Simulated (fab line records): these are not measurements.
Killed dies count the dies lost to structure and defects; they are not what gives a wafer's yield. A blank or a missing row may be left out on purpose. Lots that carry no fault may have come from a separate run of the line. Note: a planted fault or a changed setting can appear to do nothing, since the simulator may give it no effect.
Chamber matching + flow n5 finfet + 4 sister chambers for N5_BEOL_M9_ETCH_65 on rie diel-03
The step etches SiARC in CF4, target depth 15.6 nm, time 26 s. 18 wafers are shown with their chamber, then 9 later ones without.

== EACH WAFER AND ITS CHAMBER ==
| wafer  | chamber | showerhead plenum p Torr (Torr) | drypump motor current A (A) | throttle valve pct (%) |
|--------|---------|---------------------------------|-----------------------------|------------------------|
| L075.1 | 1       | 2.14                            | 5.4                         | 16.03                  |
| L075.2 | 0       | 2.09                            | 5.9                         | 15.62                  |
| L075.3 | 3       | 2.22                            | 4.8                         | 15.71                  |
| L075.4 | 2       | 2.20                            | 6.0                         | 15.56                  |
| L075.5 | 0       | 2.09                            | 5.9                         | 15.63                  |
| L075.6 | 1       | 2.14                            | 5.3                         | 16.02                  |
| L076.4 | 2       | 2.19                            | 6.0                         | 15.55                  |
| L076.5 | 2       | 2.19                            | 6.0                         | 15.57                  |
| L076.6 | 3       | 2.22                            | 4.8                         | 15.69                  |
| L080.1 | 3       | 2.22                            | 4.9                         | 15.72                  |
| L080.4 | 1       | 2.13                            | 5.4                         | 16.06                  |
| L080.5 | 2       | 2.19                            | 6.0                         | 15.58                  |
| L084.1 | 3       | 2.21                            | 4.9                         | 15.74                  |
| L084.2 | 2       | 2.19                            | 5.9                         | 15.60                  |
| L084.3 | 0       | 2.09                            | 5.9                         | 15.66                  |
| L084.4 | 1       | 2.13                            | 5.4                         | 16.07                  |
| L084.5 | 2       | 2.19                            | 5.9                         | 15.60                  |
| L084.6 | 1       | 2.13                            | 5.3                         | 16.06                  |

SIGNATURES (averages over the wafers above)
| reading                  | chamber 0 | chamber 1 | chamber 2 | chamber 3 | scatter within a chamber |
|--------------------------|-----------|-----------|-----------|-----------|--------------------------|
| showerhead plenum p Torr | 2.0900    | 2.1340    | 2.1917    | 2.2175    | 0.00446                  |
| drypump motor current A  | 5.900     | 5.360     | 5.967     | 4.850     | 0.0502                   |
| throttle valve pct       | 15.6367   | 16.0480   | 15.5767   | 15.7150   | 0.021                    |
Rule: for a wafer and a chamber, the distance is found by dividing, reading by reading, the gap between the wafer's reading and the chamber's mean by the reading's scatter, squaring, summing and taking the root. The wafer belongs to the nearest chamber; if the next one is less than 2 further off, it can't be placed. The scatter: take each reading less its chamber's mean, square it, sum over the shown wafers, divide by the number of wafers less the number of chambers, and take the root.

== WAFERS WHOSE CHAMBER IS MISSING ==
| wafer  | showerhead plenum p Torr (Torr) | drypump motor current A (A) | throttle valve pct (%) |
|--------|---------------------------------|-----------------------------|------------------------|
| L085.2 | 2.21                            | 4.8                         | 15.73                  |
| L085.4 | 2.09                            | 5.9                         | 15.65                  |
| L085.6 | 2.21                            | 4.8                         | 15.73                  |
| L093.2 | 2.13                            | 5.4                         | 16.09                  |
| L093.5 | 2.18                            | 6.0                         | 15.63                  |
| L093.6 | 2.21                            | 4.9                         | 15.75                  |
| L096.3 | 2.18                            | 6.0                         | 15.64                  |
| L096.5 | 2.21                            | 4.8                         | 15.79                  |
| L096.6 | 2.08                            | 6.0                         | 15.69                  |

== THE CHAMBER EACH PASSED THROUGH ==
| wafer  | from the rows above | in truth |
|--------|---------------------|----------|
| L085.2 | 3                   | 3        |
| L085.4 | 0                   | 0        |
| L085.6 | 3                   | 3        |
| L093.2 | 1                   | 1        |
| L093.5 | 2                   | 2        |
| L093.6 | 3                   | 3        |
| L096.3 | 2                   | 2        |
| L096.5 | 3                   | 3        |
| L096.6 | 0                   | 0        |
Correctly placed: 9 of 9. Left unplaced by these rows: 0. Wrongly placed: 0.
